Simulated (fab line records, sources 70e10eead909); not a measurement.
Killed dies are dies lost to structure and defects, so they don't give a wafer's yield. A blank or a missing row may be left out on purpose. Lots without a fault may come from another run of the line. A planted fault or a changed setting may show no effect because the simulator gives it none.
Which tool did it? | flow nand_harc | 12 lots, 36 wafers sampled, at 3 steps of a route of 1302

WHAT THE GAUGES READ, wafer by wafer
NHARC_A_CONTACT_INSPECT_71.
lot  | measured     | on                | raw_defect_count
L074 | day 22 09:47 | defect_inspect-02 | 87 85 76
L076 | day 22 16:26 | defect_inspect-02 | 59 51 52
L078 | day 23 21:50 | defect_inspect-02 | 108 108 116
L081 | day 24 16:38 | defect_inspect-02 | 178 175 163
L083 | day 25 15:33 | defect_inspect-02 | 88 96 78
L086 | day 26 07:49 | defect_inspect-01 | 49 37 51
L088 | day 27 10:11 | defect_inspect-01 | 78 70 76
L087 | day 28 06:44 | defect_inspect-01 | 85 92 90
L091 | day 29 11:49 | defect_inspect-02 | 63 52 59
L093 | day 30 03:08 | defect_inspect-02 | 121 124 96
L095 | day 30 13:28 | defect_inspect-02 | 13 9 18
L096 | day 30 19:35 | defect_inspect-01 | 17 18 13

WHICH TOOL RAN EACH LOT (tool, then ch and the chambers of the sampled wafers, then the start)
lot  | NHARC_A_CONTACT_ETCH_49                       | NHARC_A_CONTACT_ETCH_122
L074 | rie_diel-02 ch 0,2,3, day 22 02:46 or earlier | har_cap_etch-02 ch 0,1, day 22 02:46
L076 | rie_diel-13 ch 0,1,2, day 22 09:11 or earlier | har_cap_etch-02 ch 0,1, day 22 09:11
L078 | rie_diel-09 ch 1,2,3, day 23 15:35 or earlier | har_cap_etch-02 ch 0,1, day 23 15:35
L081 | rie_diel-02 ch 1,2,3, day 24 09:02 or earlier | har_cap_etch-01 ch 0,1, day 24 09:02
L083 | rie_diel-13 ch 0,2,3, day 25 09:00 or earlier | har_cap_etch-01 ch 0,1, day 25 09:00
L086 | rie_diel-13 ch 2,3, day 26 00:26 or earlier   | har_cap_etch-01 ch 0,1, day 26 00:26
L088 | rie_diel-09 ch 1,2,3, day 27 02:17 or earlier | har_cap_etch-01 ch 0,1, day 27 02:17
L087 | rie_diel-09 ch 1,3, day 28 00:26 or earlier   | har_cap_etch-01 ch 0,1, day 28 00:26
L091 | rie_diel-02 ch 0,1,3, day 29 05:20 or earlier | har_cap_etch-02 ch 0,1, day 29 05:20
L093 | rie_diel-09 ch 0,1,3, day 29 20:10 or earlier | har_cap_etch-02 ch 0,1, day 29 20:10
L095 | rie_diel-09 ch 1,2,3, day 30 04:54 or earlier | har_cap_etch-03 ch 0,1, day 30 04:54
L096 | rie_diel-02 ch 0,2,3, day 30 12:38 or earlier | har_cap_etch-01 ch 0,1, day 30 12:38
- NHARC_A_CONTACT_ETCH_49: etches the open film in N2/H2, target depth 260 nm, time 475.3 s.
- NHARC_A_CONTACT_ETCH_122: etches the open film in C4F8/O2/Ar, time 190 s, target depth 1850 nm.

THE ANSWER, worked out from the rows above alone
Rule: what is usual is taken from the lots themselves. Put in order of their means at a reading, lots are off if they are a third of the lots or fewer, leave a main group of 4 or more, and stand apart from it by a gap of 3 or more times the standard deviation of the main group's means; of several such gaps the widest counts. A main group whose means are all the same, to the digits that the tables above print for the reading, isn't used. A lot without any number at a reading at which 4 lots or more have one is off too. The other lots that the step has rows for count as sound.
No lot is off at any reading shown: from this, nothing can be told.

WHAT THE SIMULATOR HAD PUT IN
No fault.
